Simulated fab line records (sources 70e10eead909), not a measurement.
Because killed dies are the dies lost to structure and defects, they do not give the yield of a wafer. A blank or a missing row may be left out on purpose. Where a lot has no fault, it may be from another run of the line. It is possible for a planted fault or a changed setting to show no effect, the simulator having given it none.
fab line records	flow nand-harc
[record] lots = 24	wafers = 72	last-day = 24
route steps=1159 shown A_SGD_CUT@758 A_SLIT@799 A_CONTACT@843
lots that met no fault: from a run of the same line without faults
start-h: the number of hours between the record's first day and the start of the first shown wafer of the lot	wait-h: hours since the lot's step before	" repeats the value in the row above	L1.1+2: one row covering several wafers at once	- value missing, or start not given	* or withheld: withheld	< > ~ a bound
route shown NAME@n: names a module that has steps shown in the file, with the first one's number in the route	usual: mean/standard deviation taken from wafers without a fault	same: alike in all rows	chamber/n: place in a boat	sites: per-site readings	_std_site: how widely they spread, as a standard deviation	_edge_site: inner sites' mean taken away from outer sites' mean	radius-mm: how far each site lies from the wafer's centre	mask NAME#n: copy n	behind: the last tool/chamber to shape the wafer	hold: what put the lot on hold/how long, in hours/how the hold closed	device: transistor that didn't switch, given as n, p or np	end of line: at the end of the route, the tests of the same wafers	a step with no rows: only its recipe	killed: count of dies lost to structure and defects at first sort (not the wafer's yield)	map: the dies of a wafer, with x for killed, . for not killed, _ for no die there
set.NAME: the setting the step ran with; set.NAME@STEP: the setting that earlier step ran with	model.NAME: the simulator's own value behind a step, which no gauge read
the route's steps for a sample of lots (tables are steps, rows are wafers)
services: a tool's chamber out of use, with start hour (start-h, from the record's first day; less than 0 if before it), hours out, and reason
[[steps]]
[step NHARC_A_SGD_CUT_CD_MEAS_09]
[recipe] target-cd-nm = 100	landing-energy-ev = 500
[usual] cd-nm = 100.0/0.46
lot.wafer	tool	chamber	start-h	wait-h	cd-nm
L075.1	cd-sem-02	0	306.36	-	100.6
L075.2	"	0	"	"	100.0
L075.5	"	0	"	"	100.2
L077.1	cd-sem-03	0	317.75	-	100.4
L077.2	"	0	"	"	100.6
L077.6	"	0	"	"	100.3
L076.1	cd-sem-01	0	317.86	-	99.4
L076.4	"	0	"	"	99.7
L076.6	"	0	"	"	99.5
L074.1	cd-sem-02	0	318.10	-	99.2
L074.4	"	0	"	"	99.7
L074.6	"	0	"	"	99.6
L078.1	cd-sem-02	0	318.89	-	100.0
L078.2	"	0	"	"	100.0
L078.3	"	0	"	"	100.1
L079.2	cd-sem-02	0	328.52	-	99.6
L079.4	"	0	"	"	100.2
L079.6	"	0	"	"	99.7
L080.3	cd-sem-03	0	342.18	-	100.6
L080.4	"	0	"	"	100.0
L080.5	"	0	"	"	100.5
L081.1	cd-sem-02	0	351.51	-	99.9
L081.2	"	0	"	"	100.5
L081.6	"	0	"	"	99.9
L082.1	cd-sem-03	0	364.34	-	99.8
L082.5	"	0	"	"	100.0
L082.6	"	0	"	"	100.7
L083.1	cd-sem-02	0	364.50	-	99.8
L083.3	"	0	"	"	98.9
L083.5	"	0	"	"	99.0
L084.3	cd-sem-03	0	368.46	-	99.8
L084.5	"	0	"	"	99.9
L084.6	"	0	"	"	99.8
L086.1	cd-sem-02	0	381.76	-	99.9
L086.2	"	0	"	"	100.5
L086.4	"	0	"	"	100.7
L087.1	cd-sem-03	0	382.01	-	100.7
L087.2	"	0	"	"	101.1
L087.4	"	0	"	"	100.5
L085.1	cd-sem-02	0	388.50	-	99.5
L085.3	"	0	"	"	99.8
L085.5	"	0	"	"	99.8
L088.1	cd-sem-01	0	392.42	-	100.2
L088.3	"	0	"	"	100.0
L088.4	"	0	"	"	100.0
L090.1	cd-sem-03	0	402.67	-	99.9
L090.3	"	0	"	"	99.7
L090.4	"	0	"	"	100.4
L091.1	cd-sem-02	0	403.06	-	99.8
L091.2	"	0	"	"	100.5
L091.3	"	0	"	"	99.9
L089.3	cd-sem-01	0	404.50	-	100.0
L089.4	"	0	"	"	100.1
L089.5	"	0	"	"	100.1
L092.1	cd-sem-02	0	414.28	-	99.8
L092.4	"	0	"	"	99.6
L092.5	"	0	"	"	99.8
L096.1	cd-sem-03	0	433.07	-	100.6
L096.3	"	0	"	"	100.7
L096.4	"	0	"	"	100.6
L095.1	cd-sem-01	0	433.38	-	99.2
L095.2	"	0	"	"	99.7
L095.3	"	0	"	"	99.2
L094.3	cd-sem-03	0	434.21	-	99.9
L094.4	"	0	"	"	100.0
L094.6	"	0	"	"	99.8
L093.2	cd-sem-03	0	435.30	-	100.0
L093.4	"	0	"	"	99.9
L093.6	"	0	"	"	100.5
L097.1	cd-sem-02	0	445.96	-	100.1
L097.4	"	0	"	"	99.4
L097.5	"	0	"	"	100.4
[step NHARC_A_SGD_CUT_OVL_MEAS_10]
[usual] overlay-x-nm = -0.1/1	overlay-y-nm = 0.1/0.76
lot.wafer	tool	chamber	start-h	wait-h	overlay-x-nm	overlay-y-nm
L075.1	overlay-02	-	306.45	-	-0.6	-1.5
L075.2	"	-	"	"	-1.0	-1.8
L075.5	"	-	"	"	-1.1	-1.7
L077.1	overlay-01	-	317.84	-	1.0	1.3
L077.2	"	-	"	"	0.9	1.2
L077.6	"	-	"	"	0.8	1.1
L076.1	overlay-01	-	317.94	-	0.0	0.9
L076.4	"	-	"	"	0.5	1.2
L076.6	"	-	"	"	0.5	0.5
L074.1	overlay-02	-	318.19	-	0.0	-0.7
L074.4	"	-	"	"	0.3	-0.9
L074.6	"	-	"	"	0.4	-0.4
L078.1	overlay-01	-	318.98	-	0.0	0.1
L078.2	"	-	"	"	0.1	0.5
L078.3	"	-	"	"	-0.1	0.1
L079.2	overlay-01	-	328.61	-	-0.3	0.7
L079.4	"	-	"	"	-0.6	0.2
L079.6	"	-	"	"	-1.0	0.4
L080.3	overlay-01	-	342.28	-	0.2	0.0
L080.4	"	-	"	"	0.6	-0.1
L080.5	"	-	"	"	-0.2	-1.1
L081.1	overlay-01	-	351.60	-	-0.5	0.7
L081.2	"	-	"	"	-0.7	0.7
L081.6	"	-	"	"	-0.6	0.8
L082.1	overlay-02	-	364.43	-	-0.9	0.6
L082.5	"	-	"	"	-1.4	0.4
L082.6	"	-	"	"	-0.7	0.3
L083.1	overlay-02	-	364.59	-	-1.1	0.8
L083.3	"	-	"	"	-1.3	0.5
L083.5	"	-	"	"	-1.0	0.4
L084.3	overlay-02	-	368.55	-	-0.3	-0.7
L084.5	"	-	"	"	-0.5	-0.6
L084.6	"	-	"	"	-0.1	-0.4
L086.1	overlay-01	-	381.85	-	-0.4	0.4
L086.2	"	-	"	"	-1.2	0.5
L086.4	"	-	"	"	-0.8	0.6
L087.1	overlay-02	-	382.10	-	1.6	0.1
L087.2	"	-	"	"	2.4	0.1
L087.4	"	-	"	"	1.8	0.1
L085.1	overlay-01	-	388.59	-	0.4	-0.9
L085.3	"	-	"	"	0.4	-1.1
L085.5	"	-	"	"	0.6	-1.1
L088.1	overlay-01	-	392.51	-	2.0	0.5
L088.3	"	-	"	"	2.0	-0.9
L088.4	"	-	"	"	2.2	-0.1
L090.1	overlay-01	-	402.76	-	-0.8	0.7
L090.3	"	-	"	"	-1.2	0.6
L090.4	"	-	"	"	-0.5	0.3
L091.1	overlay-02	-	403.15	-	1.8	0.1
L091.2	"	-	"	"	1.5	1.2
L091.3	"	-	"	"	2.4	0.7
L089.3	overlay-02	-	404.59	-	1.1	-0.2
L089.4	"	-	"	"	0.6	0.0
L089.5	"	-	"	"	0.2	-0.6
L092.1	overlay-01	-	414.36	-	-1.8	-0.1
L092.4	"	-	"	"	-1.8	0.1
L092.5	"	-	"	"	-1.6	0.0
L096.1	overlay-01	-	433.16	-	-0.8	1.3
L096.3	"	-	"	"	0.6	0.8
L096.4	"	-	"	"	-1.0	0.9
L095.1	overlay-02	-	433.46	-	-1.1	0.2
L095.2	"	-	"	"	-0.7	0.5
L095.3	"	-	"	"	-1.2	0.4
L094.3	overlay-02	-	434.30	-	-1.5	0.4
L094.4	"	-	"	"	-0.9	0.4
L094.6	"	-	"	"	-1.1	1.1
L093.2	overlay-02	-	435.39	-	0.5	-1.4
L093.4	"	-	"	"	0.3	-0.9
L093.6	"	-	"	"	0.4	-0.9
L097.1	overlay-01	-	446.05	-	-0.3	-1.1
L097.4	"	-	"	"	-0.5	-0.9
L097.5	"	-	"	"	-1.4	-1.1
[step NHARC_A_SGD_CUT_ETCH_58]
[recipe] target-depth-a = 390	over-etch-frac = 0.3	time-s = 65	ion-energy-ev = 80	cf4-flow-sccm = 150	ar-flow-sccm = 0	rf-w = 300	bias-w = 100	chemistry = CF4
[usual] drypump-motor-current-A = 5.8/0.48	oes-product-au = 0.997/0.0073	rf-fwd-power-W = 297.1/1.3	rf-vpp-V = 151.2/1.4	showerhead-plenum-p-Torr = 1.77/0.084	throttle-valve-pct = 13.282/0.009
lot.wafer	tool	chamber	start-h	wait-h	drypump-motor-current-A	oes-product-au	rf-fwd-power-W	rf-hours-counter-h	rf-vpp-V	showerhead-plenum-p-Torr	throttle-valve-pct
L075.1	rie-diel-05	3	306.63	0.1	5.6	0.991	297.5	13	148.3	1.65	13.274
L075.2	"	0	"	"	5.3	1.002	296.5	14	150.7	1.77	13.283
L075.5	"	3	"	"	5.6	0.999	297.2	-	149.1	1.65	13.295
L077.2	rie-diel-05	3	318.05	0.1	5.6	0.999	296.3	15	148.8	1.65	13.278
L077.1	"	0	"	"	5.3	0.986	297.4	16	151.4	1.77	13.280
L077.6	"	2	"	"	6.2	0.994	295.3	-	152.3	1.86	13.281
L076.4	rie-diel-10	1	318.14	0.1	5.2	0.989	300.7	10	149.5	1.66	13.273
L076.1	"	2	"	"	6.4	0.984	295.8	9	153.1	1.88	13.278
L076.6	"	1	"	"	5.2	0.970	300.2	-	151.2	1.66	13.280
L074.1	rie-diel-12	1	318.40	0.1	5.4	0.995	296.3	10	151.7	1.83	13.281
L074.4	"	0	"	"	6.7	0.997	298.0	-	150.2	1.71	13.286
L074.6	"	3	"	"	5.7	0.989	296.3	-	152.3	1.82	13.283
L078.2	rie-diel-10	3	319.16	0.1	5.3	1.005	294.8	8	151.9	1.80	13.270
L078.1	"	0	"	"	6.3	1.004	298.4	10	152.6	1.89	13.275
L078.3	"	2	"	"	6.4	1.002	297.2	10	151.8	1.88	13.279
L079.2	rie-diel-10	0	328.80	0.1	6.3	0.989	297.6	11	152.3	1.89	13.277
L079.4	"	1	"	"	5.2	0.992	298.9	11	149.5	1.66	13.292
L079.6	"	3	"	"	5.4	1.009	296.7	-	152.3	1.80	13.263
L080.4	rie-diel-10	0	342.48	0.1	6.3	0.993	299.0	12	151.7	1.89	13.284
L080.3	"	1	"	"	5.2	0.992	296.8	12	149.4	1.66	13.289
L080.5	"	2	"	"	6.4	0.990	296.2	-	152.5	1.88	13.271
L081.2	rie-diel-05	0	351.79	0.1	5.3	0.994	298.4	0	148.9	1.77	13.280
L081.1	"	1	"	"	5.4	1.000	297.3	0	149.3	1.70	13.263
L081.6	"	0	"	"	5.3	1.003	297.6	-	151.2	1.77	13.287
L082.1	rie-diel-05	2	364.62	0.1	6.3	1.008	295.5	1	152.6	1.86	13.284
L082.6	"	2	"	"	6.2	0.999	294.4	-	151.9	1.86	13.271
L082.5	"	3	"	"	5.6	0.996	297.7	-	148.8	1.65	13.274
L083.3	rie-diel-12	1	364.81	0.1	5.5	0.998	295.5	16	151.8	1.83	13.279
L083.1	"	2	"	"	5.8	1.003	295.9	15	151.1	1.70	13.284
L083.5	"	2	"	"	5.8	0.996	297.9	-	150.3	1.70	13.278
L084.3	rie-diel-12	1	368.75	0.1	5.4	0.995	294.7	16	152.0	1.83	13.281
L084.5	"	1	"	"	5.5	0.987	297.5	-	151.6	1.83	13.282
L084.6	"	0	"	"	6.7	0.987	298.4	-	150.6	1.71	13.282
L086.1	rie-diel-05	2	382.03	0.1	6.3	1.002	297.2	3	152.1	1.86	13.275
L086.4	"	3	"	"	5.6	1.003	296.7	3	148.8	1.65	13.280
L086.2	"	1	"	"	5.5	0.996	296.5	3	150.3	1.70	13.281
L087.1	rie-diel-10	0	382.29	0.1	6.3	1.001	299.5	1	152.1	1.89	13.293
L087.2	"	1	"	"	5.2	0.987	298.5	1	149.8	1.66	13.305
L087.4	"	2	"	"	6.4	0.986	295.7	1	152.9	1.88	13.299
L085.1	rie-diel-12	3	388.77	0.1	5.7	0.999	296.1	0	154.4	1.82	13.300
L085.3	"	2	"	"	5.8	1.002	298.3	0	149.9	1.70	13.277
L085.5	"	3	"	"	5.7	0.998	296.2	-	152.2	1.82	13.284
L088.4	rie-diel-10	1	392.69	0.1	5.2	0.994	300.9	2	149.7	1.66	13.285
L088.3	"	3	"	"	5.4	1.013	296.2	2	151.9	1.80	13.285
L088.1	"	0	"	"	6.3	1.011	298.3	2	153.1	1.89	13.283
L090.4	rie-diel-05	3	402.95	0.1	5.6	1.000	296.6	5	149.7	1.65	13.266
L090.1	"	0	"	"	5.3	0.994	297.8	6	150.7	1.77	13.272
L090.3	"	1	"	"	5.4	0.990	296.5	6	149.4	1.70	13.304
L091.2	rie-diel-12	0	403.34	0.1	6.7	1.003	296.3	2	149.6	1.71	13.287
L091.1	"	1	"	"	5.4	1.008	296.6	1	151.1	1.83	13.276
L091.3	"	2	"	"	5.8	1.003	297.1	1	150.3	1.70	13.287
L089.3	rie-diel-05	1	404.78	0.1	5.4	1.000	296.2	6	148.6	1.70	13.276
L089.4	"	2	"	"	6.2	1.003	296.1	6	151.7	1.86	13.286
L089.5	"	0	"	"	5.3	0.995	298.7	-	151.6	1.77	13.283
L092.1	rie-diel-12	3	414.55	0.1	5.7	1.003	295.8	3	152.7	1.82	13.295
L092.4	"	0	"	"	6.7	1.006	297.6	3	151.4	1.71	13.285
L092.5	"	2	"	"	5.8	1.000	296.8	-	150.4	1.70	13.285
L096.4	rie-diel-05	1	433.36	0.1	5.4	0.989	297.7	10	150.1	1.70	13.278
L096.3	"	2	"	"	6.2	0.989	297.3	9	151.8	1.86	13.298
L096.1	"	3	"	"	5.6	0.990	295.9	9	149.2	1.65	13.289
L095.3	rie-diel-12	3	433.68	0.1	5.7	0.989	296.9	6	152.2	1.82	13.280
L095.2	"	1	"	"	5.5	0.989	297.1	5	150.7	1.82	13.293
L095.1	"	2	"	"	5.8	1.002	296.2	5	151.0	1.70	13.282
L094.3	rie-diel-10	2	434.49	0.1	6.4	0.998	295.0	6	151.1	1.88	13.288
L094.6	"	2	"	"	6.4	0.997	295.2	-	152.7	1.88	13.305
L094.4	"	1	"	"	5.3	0.999	298.9	-	149.2	1.66	13.277
L093.2	rie-diel-05	1	435.58	0.1	5.4	1.001	296.8	10	150.9	1.70	13.275
L093.4	"	3	"	"	5.6	0.993	297.9	9	150.6	1.65	13.290
L093.6	"	0	"	"	5.3	0.997	297.7	-	150.8	1.77	13.275
L097.1	rie-diel-10	3	446.25	0.1	5.3	1.009	296.6	4	152.3	1.80	13.311
L097.4	"	2	"	"	6.4	0.993	294.9	7	153.2	1.88	13.276
L097.5	"	0	"	"	6.3	1.007	298.5	-	154.2	1.89	13.268
[step NHARC_A_SLIT_ETCH_29]
[recipe] target-depth-a = 1000	overetch-a = 100	time-s = 55	ion-energy-ev = 100	cf4-flow-sccm = 80	o2-flow-sccm = 20	ar-flow-sccm = 0	rf-w = 300	bias-w = 100	chemistry = CF4/O2
[usual] drypump-motor-current-A = 5.6/0.42	oes-product-au = 1.001/0.0077	rf-fwd-power-W = 296.5/1.4	rf-vpp-V = 197.8/1.3	showerhead-plenum-p-Torr = 1.34/0.056	throttle-valve-pct = 13.397/0.0093
lot.wafer	tool	chamber	start-h	wait-h	drypump-motor-current-A	oes-product-au	rf-fwd-power-W	rf-hours-counter-h	rf-vpp-V	showerhead-plenum-p-Torr	throttle-valve-pct
L075.2	rie-diel-03	3	328.26	0.1	5.4	0.995	295.8	9	198.8	1.44	13.397
L075.1	"	2	"	"	5.0	1.011	296.4	8	196.8	1.25	13.391
L075.5	"	0	"	"	5.2	1.003	296.3	-	197.1	1.30	13.410
L076.4	rie-diel-03	1	332.20	0.1	5.2	0.993	292.6	5	196.0	1.26	13.401
L076.1	"	2	"	"	5.0	1.010	296.6	9	197.2	1.25	13.400
L076.6	"	1	"	"	5.2	1.006	293.5	-	195.5	1.26	13.392
L077.2	rie-diel-04	1	332.33	0.1	5.4	1.004	294.2	2	197.1	1.30	13.402
L077.1	"	3	"	"	5.6	1.010	295.6	2	198.8	1.37	13.399
L077.6	"	2	"	"	6.3	0.999	297.8	-	197.9	1.37	13.393
L078.2	rie-diel-03	1	333.90	0.1	5.2	0.988	296.5	5	197.3	1.26	13.387
L078.1	"	2	"	"	5.0	1.011	295.9	9	195.5	1.25	13.396
L078.3	"	3	"	"	5.4	1.001	297.1	9	198.5	1.44	13.404
L074.1	rie-diel-03	2	334.42	0.1	5.0	1.010	295.9	9	196.5	1.25	13.403
L074.4	"	3	"	"	5.4	1.006	296.1	9	200.1	1.44	13.383
L074.6	"	1	"	"	5.3	1.007	296.1	-	196.1	1.25	13.374
L079.4	rie-diel-09	1	347.13	0.1	5.7	0.998	296.0	8	199.5	1.41	13.402
L079.2	"	2	"	"	5.2	1.007	297.2	8	197.1	1.34	13.404
L079.6	"	2	"	"	5.2	0.993	297.6	-	198.0	1.34	13.395
L080.3	rie-diel-09	1	355.52	0.1	5.7	0.993	297.5	8	199.0	1.41	13.401
L080.4	"	3	"	"	5.6	1.009	296.4	9	197.6	1.35	13.407
L080.5	"	0	"	"	6.6	1.001	297.7	-	199.1	1.41	13.404
L081.2	rie-diel-03	0	365.79	0.1	5.2	0.997	294.8	11	196.3	1.30	13.428
L081.1	"	3	"	"	5.4	1.015	299.1	12	199.1	1.44	13.399
L081.6	"	1	"	"	5.2	0.993	292.9	-	194.7	1.25	13.401
L083.1	rie-diel-03	2	376.85	0.1	5.0	1.013	295.3	11	195.9	1.25	13.403
L083.3	"	3	"	"	5.4	1.013	297.8	12	201.3	1.44	13.385
L083.5	"	2	"	"	5.0	1.003	296.3	-	196.7	1.25	13.407
L082.1	rie-diel-04	0	378.56	0.1	5.6	0.995	298.0	5	196.5	1.33	13.395
L082.5	"	2	"	"	6.3	1.008	296.1	-	198.3	1.37	13.388
L082.6	"	3	"	"	5.7	0.999	295.0	-	198.1	1.37	13.394
L084.3	rie-diel-03	1	384.64	0.1	5.2	1.009	295.3	10	195.6	1.25	13.402
L084.6	"	2	"	"	5.0	1.022	295.9	-	196.3	1.25	13.417
L084.5	"	3	"	"	5.4	1.010	297.6	-	199.7	1.44	13.405
L087.1	rie-diel-09	1	394.32	0.1	5.7	0.982	296.8	12	198.0	1.41	13.409
L087.2	"	2	"	"	5.2	0.993	296.4	11	198.9	1.34	13.394
L087.4	"	3	"	"	5.5	0.999	299.5	11	198.7	1.35	13.411
L086.4	rie-diel-09	0	394.94	0.1	6.6	0.992	297.2	8	199.4	1.41	13.379
L086.1	"	1	"	"	5.8	0.996	294.9	12	199.2	1.41	13.390
L086.2	"	2	"	"	5.2	0.995	298.4	11	196.1	1.34	13.388
L085.1	rie-diel-04	3	401.93	0.1	5.6	1.000	294.7	5	198.6	1.37	13.379
L085.3	"	0	"	"	5.6	0.993	297.2	6	198.0	1.33	13.408
L085.5	"	3	"	"	5.6	1.010	296.7	-	198.4	1.37	13.390
L088.3	rie-diel-03	3	405.92	0.1	5.4	1.004	297.2	0	200.6	1.44	13.390
L088.1	"	0	"	"	5.2	1.010	296.7	0	196.3	1.30	13.387
L088.4	"	2	"	"	5.0	1.007	297.0	-	195.3	1.25	13.407
L091.1	rie-diel-09	3	421.96	0.1	5.6	1.000	298.9	14	197.9	1.35	13.398
L091.3	"	0	"	"	6.6	1.005	297.9	11	198.9	1.41	13.394
L091.2	"	1	"	"	5.7	0.991	295.3	14	200.6	1.41	13.379
L089.3	rie-diel-04	0	422.68	0.1	5.7	0.994	297.2	7	198.3	1.33	13.387
L089.5	"	1	"	"	5.4	0.997	296.0	-	196.1	1.30	13.400
L089.4	"	3	"	"	5.6	0.997	297.2	-	198.9	1.37	13.402
L090.3	rie-diel-04	3	423.67	0.1	5.7	1.004	297.3	7	198.0	1.37	13.395
L090.1	"	0	"	"	5.6	0.990	297.2	8	197.6	1.33	13.387
L090.4	"	1	"	"	5.4	1.003	294.9	-	196.4	1.30	13.399
L092.1	rie-diel-04	0	433.50	0.1	5.6	0.985	295.8	8	198.0	1.33	13.392
L092.4	"	1	"	"	5.4	0.999	294.2	9	196.5	1.30	13.393
L092.5	"	2	"	"	6.3	0.994	299.1	-	197.6	1.37	13.388
L093.4	rie-diel-04	2	445.76	0.1	6.3	1.000	298.0	9	196.1	1.37	13.399
L093.2	"	3	"	"	5.7	1.004	295.4	9	198.5	1.36	13.397
L093.6	"	0	"	"	5.6	0.992	296.4	-	198.1	1.33	13.410
L096.3	rie-diel-09	1	446.34	0.1	5.7	0.994	296.3	1	199.4	1.41	13.397
L096.4	"	3	"	"	5.6	0.994	296.3	1	199.0	1.35	13.404
L096.1	"	0	"	"	6.6	0.992	295.1	1	199.8	1.41	13.382
L095.3	rie-diel-09	2	447.43	0.1	5.2	0.995	297.3	1	196.1	1.34	13.378
L095.1	"	3	"	"	5.5	1.008	298.1	1	198.1	1.34	13.392
L095.2	"	0	"	"	6.6	0.991	295.8	1	198.2	1.41	13.395
L094.3	rie-diel-04	2	448.01	0.1	6.3	1.005	296.5	10	198.1	1.37	13.412
L094.4	"	1	"	"	5.4	1.000	294.1	11	196.3	1.30	13.401
L094.6	"	3	"	"	5.7	1.002	296.7	-	198.1	1.36	13.412
L097.4	rie-diel-04	3	460.71	0.1	5.7	1.009	296.2	11	198.2	1.36	13.405
L097.1	"	0	"	"	5.7	0.996	296.4	12	196.7	1.32	13.399
L097.5	"	3	"	"	5.7	1.003	296.1	-	200.1	1.36	13.389
[step NHARC_A_CONTACT_DEP_29]
[recipe] target-thk-a = 700	target-thk-nm = 70	temp-c = 400	pressure-torr = 3.5	flow-sccm = 200	rf-w = 350	material = SiON
[usual] heater-power-outer-w = 471/54	heater-power-w = 769/77	rf-fwd-power-W = 348.3/1.1
lot.wafer	tool	chamber	start-h	wait-h	heater-power-outer-w	heater-power-w	rf-fwd-power-W
L075.1	pecvd-02	2	370.47	1.9	450	690	346.8
L075.2	"	1	"	"	360	705	348.4
L075.5	"	0	"	"	489	845	348.1
L076.1	pecvd-02	2	372.68	1.9	407	614	347.3
L076.6	"	2	"	"	401	607	348.2
L076.4	"	1	"	"	436	812	348.3
L077.1	pecvd-02	1	375.38	1.9	446	795	347.5
L077.2	"	0	"	"	456	778	347.1
L077.6	"	1	"	"	436	774	347.3
L074.1	pecvd-01	1	381.46	1.9	466	748	349.4
L074.4	"	1	"	"	465	766	348.8
L074.6	"	0	"	"	523	848	348.6
L078.1	pecvd-02	1	382.63	1.9	453	832	347.2
L078.2	"	2	"	"	412	609	347.0
L078.3	"	0	"	"	526	863	347.5
L079.2	pecvd-02	0	389.26	1.5	531	861	347.6
L079.6	"	1	"	"	448	808	348.2
L079.4	"	2	"	"	414	624	346.1
L080.3	pecvd-04	2	400.06	1.1	538	837	349.3
L080.5	"	0	"	"	450	693	347.3
L080.4	"	1	"	"	414	697	348.7
L081.2	pecvd-02	1	405.85	1.5	354	693	349.5
L081.1	"	0	"	"	519	861	349.3
L081.6	"	1	"	"	359	710	349.9
L082.1	pecvd-02	2	420.25	2.1	437	648	348.8
L082.6	"	1	"	"	458	803	346.5
L082.5	"	2	"	"	430	664	348.5
L083.1	pecvd-02	1	421.32	2.1	384	718	349.9
L083.3	"	0	"	"	497	835	349.7
L083.5	"	2	"	"	430	671	347.6
L084.3	pecvd-04	1	423.74	1.1	438	773	348.0
L084.5	"	1	"	"	458	783	348.7
L084.6	"	0	"	"	525	802	348.5
L086.1	pecvd-04	1	431.56	1.9	440	763	349.4
L086.2	"	2	"	"	526	802	348.1
L086.4	"	1	"	"	438	759	350.1
L087.2	pecvd-04	2	432.03	1.5	589	852	349.9
L087.1	"	0	"	"	463	709	351.0
L087.4	"	1	"	"	498	845	347.5
L085.1	pecvd-02	1	445.28	1.9	460	829	347.5
L085.3	"	0	"	"	499	825	347.5
L085.5	"	2	"	"	450	664	347.7
L088.1	pecvd-04	1	448.16	1.9	470	816	348.1
L088.3	"	2	"	"	578	858	348.1
L088.4	"	0	"	"	503	773	347.4
L091.1	pecvd-02	1	459.21	1.8	368	687	346.9
L091.3	"	2	"	"	405	621	347.2
L091.2	"	0	"	"	520	892	348.2
L089.3	pecvd-04	0	459.33	1.1	461	723	349.5
L089.5	"	0	"	"	458	702	348.4
L089.4	"	2	"	"	586	873	348.4
L090.3	pecvd-02	2	464.12	1.2	442	659	348.6
L090.1	"	0	"	"	477	803	347.1
L090.4	"	2	"	"	430	648	347.7
L092.1	pecvd-02	2	475.90	1.9	426	644	349.2
L092.4	"	0	"	"	451	783	348.2
L092.5	"	1	"	"	469	816	348.3
L096.3	pecvd-04	0	484.94	1.1	461	725	348.9
L096.1	"	1	"	"	492	821	346.8
L096.4	"	2	"	"	584	867	349.8
L094.3	pecvd-01	0	492.01	1.2	506	853	348.0
L094.6	"	1	"	"	459	751	350.3
L094.4	"	0	"	"	514	818	348.5
L095.3	pecvd-02	2	493.53	1.1	452	658	345.4
L095.2	"	0	"	"	509	840	347.4
L095.1	"	1	"	"	440	782	347.7
L093.2	pecvd-01	0	497.06	1.5	491	805	348.0
L093.4	"	1	"	"	447	735	349.9
L093.6	"	2	"	"	516	821	348.7
L097.1	pecvd-01	0	505.14	1.9	479	820	348.1
L097.4	"	0	"	"	501	798	350.3
L097.5	"	1	"	"	515	844	345.8
[step NHARC_A_CONTACT_DEP_57]
[recipe] target-thk-a = 28000	temp-c = 400	material = aC
[usual] throttle-valve-pct = 35.000/0.0095
lot.wafer	tool	chamber	start-h	wait-h	throttle-valve-pct
L075.1	acl-dep-02	0	376.79	-	35.001
L075.2	"	0	"	"	34.993
L075.5	"	0	"	"	34.998
L076.1	acl-dep-01	0	380.99	-	34.997
L076.4	"	0	"	"	35.017
L076.6	"	0	"	"	34.993
L077.1	acl-dep-03	0	382.71	-	34.986
L077.2	"	0	"	"	35.005
L077.6	"	0	384.16	-	35.005
L074.1	acl-dep-01	0	387.00	-	35.006
L074.4	"	0	"	"	34.991
L074.6	"	0	"	"	35.005
L078.1	acl-dep-02	0	390.00	-	34.989
L078.2	"	0	"	"	35.005
L078.3	"	0	"	"	35.002
L079.2	acl-dep-03	0	395.35	-	35.010
L079.4	"	0	"	"	35.007
L079.6	"	0	"	"	34.978
L080.3	acl-dep-02	0	406.40	-	35.014
L080.4	"	0	"	"	34.987
L080.5	"	0	"	"	34.986
L081.1	acl-dep-01	0	415.85	-	35.005
L081.2	"	0	"	"	34.996
L081.6	"	0	417.28	-	35.007
L082.1	acl-dep-01	0	425.84	-	35.004
L082.5	"	0	426.96	-	35.000
L082.6	"	0	"	"	34.996
L083.1	acl-dep-01	0	427.52	-	35.005
L083.3	"	0	"	"	34.994
L083.5	"	0	"	"	35.012
L084.3	acl-dep-01	0	430.10	-	35.018
L084.5	"	0	"	"	34.984
L084.6	"	0	"	"	35.008
L086.1	acl-dep-02	0	436.69	-	35.000
L086.2	"	0	"	"	34.983
L086.4	"	0	"	"	35.010
L087.1	acl-dep-01	0	437.51	-	34.993
L087.2	"	0	"	"	35.002
L087.4	"	0	"	"	35.023
L085.1	acl-dep-03	0	450.95	-	35.011
L085.3	"	0	"	"	34.989
L085.5	"	0	"	"	35.013
L088.1	acl-dep-02	0	454.92	-	34.984
L088.3	"	0	"	"	35.001
L088.4	"	0	"	"	35.024
L091.1	acl-dep-02	0	464.28	-	34.997
L091.2	"	0	"	"	34.995
L091.3	"	0	"	"	35.022
L089.3	acl-dep-01	0	465.12	-	35.001
L089.4	"	0	"	"	34.997
L089.5	"	0	"	"	35.010
L090.1	acl-dep-03	0	470.05	-	35.000
L090.3	"	0	"	"	35.009
L090.4	"	0	"	"	34.996
L092.1	acl-dep-02	0	480.97	-	34.993
L092.4	"	0	"	"	34.988
L092.5	"	0	"	"	34.986
L096.1	acl-dep-03	0	491.56	-	35.012
L096.3	"	0	"	"	34.985
L096.4	"	0	"	"	35.001
L094.3	acl-dep-02	0	498.04	-	35.005
L094.4	"	0	"	"	34.994
L094.6	"	0	"	"	34.991
L095.1	acl-dep-03	0	500.95	-	35.000
L095.2	"	0	"	"	35.013
L095.3	"	0	"	"	34.997
L093.2	acl-dep-02	0	502.59	-	35.000
L093.4	"	0	"	"	35.005
L093.6	"	0	"	"	34.989
L097.1	acl-dep-01	0	510.60	-	35.013
L097.4	"	0	"	"	34.986
L097.5	"	0	"	"	34.997
[[services]]
tool	chamber	start-h	hours	kind
pecvd-04	2	285.97	3.9	repair
rie-diel-10	3	286.49	9.2	repair
rie-diel-04	-	288.90	9.0	pm
acl-dep-01	-	294.17	13.0	pm
rie-diel-03	1	296.39	18.6	repair
rie-diel-04	0	310.28	3.1	repair
rie-diel-12	1	313.03	2.7	repair
rie-diel-12	2	313.91	15.6	repair
pecvd-02	0	322.27	9.2	repair
pecvd-02	-	334.00	13.0	pm
rie-diel-05	-	340.60	9.0	pm
acl-dep-02	-	350.92	13.0	pm
rie-diel-10	-	353.50	9.0	pm
rie-diel-03	-	392.58	9.0	pm
rie-diel-03	1	405.02	9.2	repair
rie-diel-05	0	407.06	5.7	repair
rie-diel-10	3	413.55	28.7	repair
rie-diel-04	2	422.05	4.0	repair
rie-diel-04	-	465.90	9.0	pm
rie-diel-03	2	470.40	2.7	repair
acl-dep-01	-	476.73	13.0	pm
rie-diel-04	3	478.99	2.4	repair
rie-diel-05	1	493.70	6.0	repair
rie-diel-03	0	508.97	2.9	repair
[[key]]
fault none
